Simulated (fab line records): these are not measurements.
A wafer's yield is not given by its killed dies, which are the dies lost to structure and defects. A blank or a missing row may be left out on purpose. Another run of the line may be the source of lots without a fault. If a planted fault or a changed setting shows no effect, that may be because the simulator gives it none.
Chamber matching / flow nand harc / NHARC_P_CONTACT_CMP_01 on cmp-02 has 4 sister chambers
The step polishes SiO2, target thk 200 nm. 16 wafers are shown with their chamber, then 8 later ones without.

== EACH WAFER AND ITS CHAMBER ==
wafer=L368.3; chamber=1; motor current A (A)=9.7; edge zone pressure frac=1.006
wafer=L368.4; chamber=2; motor current A (A)=13.3; edge zone pressure frac=0.996
wafer=L368.5; chamber=2; motor current A (A)=13.9; edge zone pressure frac=0.997
wafer=L369.3; chamber=0; motor current A (A)=13.2; edge zone pressure frac=1.003
wafer=L369.5; chamber=3; motor current A (A)=9.7; edge zone pressure frac=0.992
wafer=L369.6; chamber=0; motor current A (A)=12.8; edge zone pressure frac=1.000
wafer=L371.3; chamber=3; motor current A (A)=10.1; edge zone pressure frac=1.006
wafer=L371.4; chamber=0; motor current A (A)=12.9; edge zone pressure frac=1.003
wafer=L371.6; chamber=0; motor current A (A)=12.9; edge zone pressure frac=0.993
wafer=L374.2; chamber=2; motor current A (A)=13.6; edge zone pressure frac=1.002
wafer=L374.4; chamber=0; motor current A (A)=13.5; edge zone pressure frac=1.002
wafer=L374.5; chamber=0; motor current A (A)=12.6; edge zone pressure frac=1.002
wafer=L376.1; chamber=3; motor current A (A)=9.9; edge zone pressure frac=0.994
wafer=L376.4; chamber=1; motor current A (A)=10.3; edge zone pressure frac=0.997
wafer=L376.5; chamber=3; motor current A (A)=9.9; edge zone pressure frac=1.003
wafer=L380.1; chamber=1; motor current A (A)=10.1; edge zone pressure frac=1.000

SIGNATURES (averages over the wafers above)
reading=motor current A; chamber 0=12.983; chamber 1=10.033; chamber 2=13.600; chamber 3=9.900; scatter within a chamber=0.282
reading=edge zone pressure frac; chamber 0=1.00050; chamber 1=1.00100; chamber 2=0.99833; chamber 3=0.99875; scatter within a chamber=0.00479
Rule: for each reading, subtract the chamber's mean from the wafer's reading, divide by that reading's scatter and square the result; add these up over the readings and take the root, which gives the wafer's distance from the chamber. The wafer belongs to the nearest chamber; if the next one is less than 2 further off, it can't be placed. The scatter: the root of (the sum of the squares of (reading less its chamber's mean) over the shown wafers, divided by (wafers less chambers)).

== WAFERS MISSING THEIR CHAMBER ==
wafer=L380.2; motor current A (A)=10.1; edge zone pressure frac=1.007
wafer=L380.4; motor current A (A)=13.1; edge zone pressure frac=0.995
wafer=L384.1; motor current A (A)=13.1; edge zone pressure frac=1.003
wafer=L384.3; motor current A (A)=9.9; edge zone pressure frac=0.995
wafer=L384.6; motor current A (A)=10.2; edge zone pressure frac=0.998
wafer=L385.1; motor current A (A)=12.7; edge zone pressure frac=1.004
wafer=L385.2; motor current A (A)=12.5; edge zone pressure frac=1.005
wafer=L385.3; motor current A (A)=10.0; edge zone pressure frac=1.001

== THE CHAMBER EACH PASSED THROUGH ==
wafer=L380.2; from the rows above=can't be placed: 1 or 3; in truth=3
wafer=L380.4; from the rows above=can't be placed: 0 or 2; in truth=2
wafer=L384.1; from the rows above=can't be placed: 0 or 2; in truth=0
wafer=L384.3; from the rows above=can't be placed: 3 or 1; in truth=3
wafer=L384.6; from the rows above=can't be placed: 1 or 3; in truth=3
wafer=L385.1; from the rows above=0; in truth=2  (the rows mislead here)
wafer=L385.2; from the rows above=0; in truth=0
wafer=L385.3; from the rows above=can't be placed: 1 or 3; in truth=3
Placed correctly: 1 of 8. These rows do not allow placing 6 (true chamber among the candidates in 6). Number placed wrongly: 1.
